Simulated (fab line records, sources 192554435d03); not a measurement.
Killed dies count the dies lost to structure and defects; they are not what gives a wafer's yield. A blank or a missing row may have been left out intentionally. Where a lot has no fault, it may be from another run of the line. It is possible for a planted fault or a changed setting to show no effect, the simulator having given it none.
The tool behind it: which one?	flow n5-finfet	10 lots, 30 wafers sampled, at 4 steps of a route of 1938

## WHAT THE GAUGES READ, wafer by wafer
N5_BEOL_M4_OVL_MEAS_12.
lot	measured	on	M4_OVL (nm)
L676	day 8 16:54	overlay-01	1.1 0.0 0.3
L679	day 9 22:03	overlay-02	-1.4 -0.5 -0.9
L682	day 10 14:52	overlay-01	-0.8 -0.8 -0.7
L683	day 10 19:57	overlay-02	5.6 5.4 5.9
L684	day 11 03:56	overlay-02	6.4 6.4 5.5
L689	day 13 00:19	overlay-02	-0.9 -0.5 -0.9
L688	day 13 00:31	overlay-02	-0.7 -0.5 -0.3
L678	day 13 12:35	overlay-01	5.4 4.8 7.0
L690	day 14 09:59	overlay-01	-0.2 0.7 0.0
L698	day 14 23:47	overlay-01	0.4 -0.6 0.0

## WHAT TOOL EACH LOT RAN ON (gives the tool, then ch and the chambers of the sampled wafers, and finally the start)
lot	N5_BEOL_M3_CMP_52	N5_BEOL_M4_HM_DEP_02	N5_BEOL_M4_EXPOSE_08
L676	cmp-01 ch 0,2,3, day 8 15:07	pvd-sputter-03, day 8 16:21	euv-scanner-01 ch 0, day 8 16:44
L679	cmp-01 ch 0,3, day 9 20:37	pvd-sputter-02, day 9 21:29	euv-scanner-01 ch 0, day 9 21:53
L682	cmp-02 ch 0,1,3, day 10 13:30	pvd-sputter-03, day 10 14:19	euv-scanner-02 ch 0, day 10 14:43
L683	cmp-02 ch 0,2, day 10 17:10	pvd-sputter-03, day 10 19:24	euv-scanner-01 ch 0, day 10 19:47
L684	cmp-04 ch 0,1,3, day 11 01:32	pvd-sputter-03, day 11 03:28	euv-scanner-01 ch 0, day 11 03:46
L689	cmp-01 ch 0,1,3, day 12 20:46	pvd-sputter-02, day 12 23:46	euv-scanner-02 ch 0, day 13 00:09
L688	cmp-02 ch 1,2,3, day 12 22:17	pvd-sputter-01, day 13 00:05	euv-scanner-02 ch 0, day 13 00:22
L678	cmp-04 ch 0,2, day 13 11:12	pvd-sputter-02, day 13 12:01	euv-scanner-01 ch 0, day 13 12:25
L690	cmp-01 ch 0,1,2, day 14 07:57	pvd-sputter-01, day 14 09:32	euv-scanner-02 ch 0, day 14 09:49
L698	cmp-04 ch 0,1,3, day 14 21:11	pvd-sputter-03, day 14 23:14	euv-scanner-02 ch 0, day 14 23:38
- N5_BEOL_M3_CMP_52: polishes, stops on SiOC, t overpolish 6.8 s, target thk 40 nm.
- N5_BEOL_M4_HM_DEP_02: deposits TiN, target thk 20 nm.
- N5_BEOL_M4_EXPOSE_08: exposes mask M4.

## THE ANSWER, worked out from the rows above alone
Rule: usual is defined by the lots themselves. Put in order of their means at a reading, lots are off if they are a third of the lots or fewer, leave a main group of 4 or more, and stand apart from it by a gap of 3 or more times the standard deviation of the main group's means; of several such gaps the widest counts. The tables above print the reading to a certain number of digits; a main group whose means all agree to those digits is not used. A lot without any number at a reading at which 4 lots or more have one is off too. Where the step has rows for the other lots, those lots are counted as sound.
Off: L683, L684, L678, at N5_BEOL_M4_OVL_MEAS_12 (M4_OVL). Mean -0.3 nm and standard deviation 0.5 in the main group.
A tool fits if, at a process step before that reading, it ran every lot that is off, and no sound lot after the first of them. Those tools and the gauges at N5_BEOL_M4_OVL_MEAS_12 are tried in the same way. One fits: N5_BEOL_M4_EXPOSE_08 on euv-scanner-01. A fault onset in the window from L679 (day 9 21:53, its last sound lot) to L683 (day 10 19:47, its first lot off) fits.

## WHAT HAD BEEN PUT IN BY THE SIMULATOR
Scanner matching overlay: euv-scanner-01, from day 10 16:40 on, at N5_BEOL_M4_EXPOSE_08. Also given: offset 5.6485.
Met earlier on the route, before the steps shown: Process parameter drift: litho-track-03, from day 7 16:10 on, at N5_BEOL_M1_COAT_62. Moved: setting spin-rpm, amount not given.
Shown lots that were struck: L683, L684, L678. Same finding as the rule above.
